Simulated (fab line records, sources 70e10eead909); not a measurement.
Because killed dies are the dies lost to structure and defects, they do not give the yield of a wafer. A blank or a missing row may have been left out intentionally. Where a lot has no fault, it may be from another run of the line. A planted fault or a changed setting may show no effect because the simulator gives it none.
Check of tool commonality | flow nand_harc | Lots sampled 11, wafers sampled 36

REASON FOR OPENING
Flagged at NHARC_A_SOURCE_PLATE_THK_MEAS_06: reading thk_nm, on 1 of 11 lots. No-fault wafers: 200.2 nm, standard deviation 2.1.
Rule: a lot is flagged when every wafer of it that has a number lies more than 4 standard deviations from that mean, or none has a number. As for the other lots, they are considered sound.

lot  | measured     | on            | thk_nm (nm), wafer by wafer         | flag
L299 | day 7 20:51  | film_metro-01 | 202.2 204.3 201.3                   |
L300 | day 8 07:22  | film_metro-02 | 196.6 198.4 198.6                   |
L301 | day 8 16:47  | film_metro-01 | 201.9 200.7 202.1                   |
L303 | day 9 09:11  | film_metro-02 | 200.6 200.9 202.3                   |
L304 | day 9 18:01  | film_metro-02 | 275.1 275.5 273.9 275.4 273.8 273.7 | FLAGGED
L316 | day 14 17:31 | film_metro-02 | 200.1 201.8 201.7                   |
L315 | day 14 17:31 | film_metro-01 | 201.2 202.8 204.3                   |
L317 | day 15 00:57 | film_metro-02 | 197.7 199.2 200.3                   |
L318 | day 15 09:51 | film_metro-02 | 200.4 203.2 202.6                   |
L321 | day 16 21:06 | film_metro-01 | 197.3 193.3 196.6                   |
L322 | day 17 11:14 | film_metro-02 | 196.0 198.9 199.2                   |
Average over the flagged lots: 274.6 nm; offset from the usual +74.4 nm, equal to +35 standard deviations.

WHICH TOOL RAN EACH LOT
4 process steps preceding the reading are held in the record, out of 1302 steps in the route. Cell contents, in order: the tool; ch with the chambers the sampled wafers went through; the start.
lot  | flag    | NHARC_P_BONDPAD_ETCH_24                       | NHARC_A_ZERO_WELL_DESCUM_12        | NHARC_A_ZERO_WELL_RTA_16         | NHARC_A_SOURCE_PLATE_CVD_03
L299 |         | rie_diel-08 ch 1,2,3, day 6 22:12 or earlier  | rie_diel-03 ch 1,2, day 6 22:12    | rtp_anneal-01 ch 0, day 6 23:20  | lpcvd_poly-04 ch 0, day 7 10:25
L300 |         | rie_diel-08 ch 0,1,2, day 7 10:41 or earlier  | rie_diel-03 ch 0,1,3, day 7 10:41  | rtp_anneal-01 ch 0, day 7 11:53  | lpcvd_poly-03 ch 0, day 7 21:25
L301 |         | rie_diel-02 ch 0,1,2, day 7 18:35 or earlier  | rie_diel-03 ch 0,2, day 7 18:35    | rtp_anneal-02 ch 0, day 7 19:40  | lpcvd_poly-02 ch 0, day 8 06:51
L303 |         | rie_diel-08 ch 0,2,3, day 8 10:43 or earlier  | rie_diel-03 ch 0,2,3, day 8 10:43  | rtp_anneal-02 ch 0, day 8 11:53  | lpcvd_poly-02 ch 0, day 8 21:56
L304 | FLAGGED | rie_diel-02 ch 1,2,3, day 8 17:08 or earlier  | rie_diel-05 ch 0,1, day 8 17:08    | rtp_anneal-02 ch 0, day 8 18:15  | lpcvd_poly-04 ch 0, day 9 05:30
L316 |         | rie_diel-02 ch 1,3, day 13 17:37              | rie_diel-05 ch 1,3, day 13 21:13   | rtp_anneal-02 ch 0, day 13 22:22 | lpcvd_poly-04 ch 0, day 14 07:13
L315 |         | rie_diel-04 ch 0,1,2, day 13 20:16 or earlier | rie_diel-05 ch 0,1, day 13 20:16   | rtp_anneal-02 ch 0, day 13 21:23 | lpcvd_poly-04 ch 0, day 14 07:13
L317 |         | rie_diel-08 ch 2,3, day 14 03:53 or earlier   | rie_diel-03 ch 1,2,3, day 14 03:53 | rtp_anneal-02 ch 0, day 14 05:01 | lpcvd_poly-04 ch 0, day 14 14:32
L318 |         | rie_diel-02 ch 1,3, day 14 11:58 or earlier   | rie_diel-03 ch 0,1,2, day 14 11:58 | rtp_anneal-01 ch 0, day 14 13:04 | lpcvd_poly-04 ch 0, day 14 23:10
L321 |         | rie_diel-08 ch 0,2,3, day 15 23:39 or earlier | rie_diel-03 ch 0,1,2, day 15 23:39 | rtp_anneal-01 ch 0, day 16 00:47 | lpcvd_poly-03 ch 0, day 16 10:49
L322 |         | rie_diel-04 ch 0,1, day 16 10:05              | rie_diel-06 ch 0,2,3, day 16 13:43 | rtp_anneal-02 ch 0, day 16 14:49 | lpcvd_poly-04 ch 0, day 17 00:53
What the steps here do:
- NHARC_P_BONDPAD_ETCH_24: etches the open film in CF4/N2, target depth 30 nm, time 72.99 s.
- NHARC_A_ZERO_WELL_DESCUM_12: chemistry O2, time 3 s.
- NHARC_A_ZERO_WELL_RTA_16: time 10 s.
- NHARC_A_SOURCE_PLATE_CVD_03: deposits poly-Si, target thk 200 nm, time 4000 s.
- NHARC_A_SOURCE_PLATE_THK_MEAS_06: measures by ellipsometry.

FLAGGED AGAINST TOTAL, ONE TOOL AT A TIME (gauges that did the reading follow at the end)
step                             | tool          | lots run | flagged | share of the flagged lots | sound lots run after its first flagged lot
NHARC_P_BONDPAD_ETCH_24          | rie_diel-02   | 4        | 1       | all                       | 2 (L316,L318)
NHARC_P_BONDPAD_ETCH_24          | rie_diel-04   | 2        | 0       | none                      | -
NHARC_P_BONDPAD_ETCH_24          | rie_diel-08   | 5        | 0       | none                      | -
NHARC_A_ZERO_WELL_DESCUM_12      | rie_diel-03   | 7        | 0       | none                      | -
NHARC_A_ZERO_WELL_DESCUM_12      | rie_diel-05   | 3        | 1       | all                       | 2 (L315,L316)
NHARC_A_ZERO_WELL_DESCUM_12      | rie_diel-06   | 1        | 0       | none                      | -
NHARC_A_ZERO_WELL_RTA_16         | rtp_anneal-01 | 4        | 0       | none                      | -
NHARC_A_ZERO_WELL_RTA_16         | rtp_anneal-02 | 7        | 1       | all                       | 4 (L315,L316,L317,L322)
NHARC_A_SOURCE_PLATE_CVD_03      | lpcvd_poly-02 | 2        | 0       | none                      | -
NHARC_A_SOURCE_PLATE_CVD_03      | lpcvd_poly-03 | 2        | 0       | none                      | -
NHARC_A_SOURCE_PLATE_CVD_03      | lpcvd_poly-04 | 7        | 1       | all                       | 5 (L315,L316,L317,L318,L322)
NHARC_A_SOURCE_PLATE_THK_MEAS_06 | film_metro-01 | 4        | 0       | none                      | -
NHARC_A_SOURCE_PLATE_THK_MEAS_06 | film_metro-02 | 7        | 1       | all                       | 4 (L316,L317,L318,L322)
NHARC_P_BONDPAD_ETCH_24 gives no start for some lots, so the hours and the order of its lots are those of NHARC_A_ZERO_WELL_DESCUM_12.

WHAT IS ALLOWED BY THE TABLE
5 rows of the table ran every flagged lot: rie_diel-02 at NHARC_P_BONDPAD_ETCH_24, rie_diel-05 at NHARC_A_ZERO_WELL_DESCUM_12, rtp_anneal-02 at NHARC_A_ZERO_WELL_RTA_16, lpcvd_poly-04 at NHARC_A_SOURCE_PLATE_CVD_03, film_metro-02 at NHARC_A_SOURCE_PLATE_THK_MEAS_06.
- rie_diel-02 at NHARC_P_BONDPAD_ETCH_24 ran 4 lots, 1 of them flagged. Lots that were sound ran on it after the first flagged one (L316, L318); a persistent fault on the entire tool would not allow that.
- rie_diel-05 at NHARC_A_ZERO_WELL_DESCUM_12 ran 3 lots, 1 of them flagged. Lots that were sound ran on it after the first flagged one (L315, L316); a persistent fault on the entire tool would not allow that.
- rtp_anneal-02 at NHARC_A_ZERO_WELL_RTA_16 ran 7 lots, 1 of them flagged. Lots that were sound ran on it after the first flagged one (L315, L316, L317, L322); a persistent fault on the entire tool would not allow that.
- lpcvd_poly-04 at NHARC_A_SOURCE_PLATE_CVD_03 ran 7 lots, 1 of them flagged. Lots that were sound ran on it after the first flagged one (L315, L316, L317, L318, L322); a persistent fault on the entire tool would not allow that. Its own readings lie more than 4 standard deviations out on every wafer of the flagged lots: spike_tc_bottom_C, spike_tc_centre_C, spike_tc_lower_C, spike_tc_top_C, spike_tc_upper_C, tube_center_temp_C.
- film_metro-02 at NHARC_A_SOURCE_PLATE_THK_MEAS_06 ran 7 lots, 1 of them flagged. Lots that were sound ran on it after the first flagged one (L316, L317, L318, L322); a persistent fault on the entire tool would not allow that.
No row of the table ran every flagged lot and no sound lot after the first.

WHAT WAS PUT IN BY THE SIMULATOR
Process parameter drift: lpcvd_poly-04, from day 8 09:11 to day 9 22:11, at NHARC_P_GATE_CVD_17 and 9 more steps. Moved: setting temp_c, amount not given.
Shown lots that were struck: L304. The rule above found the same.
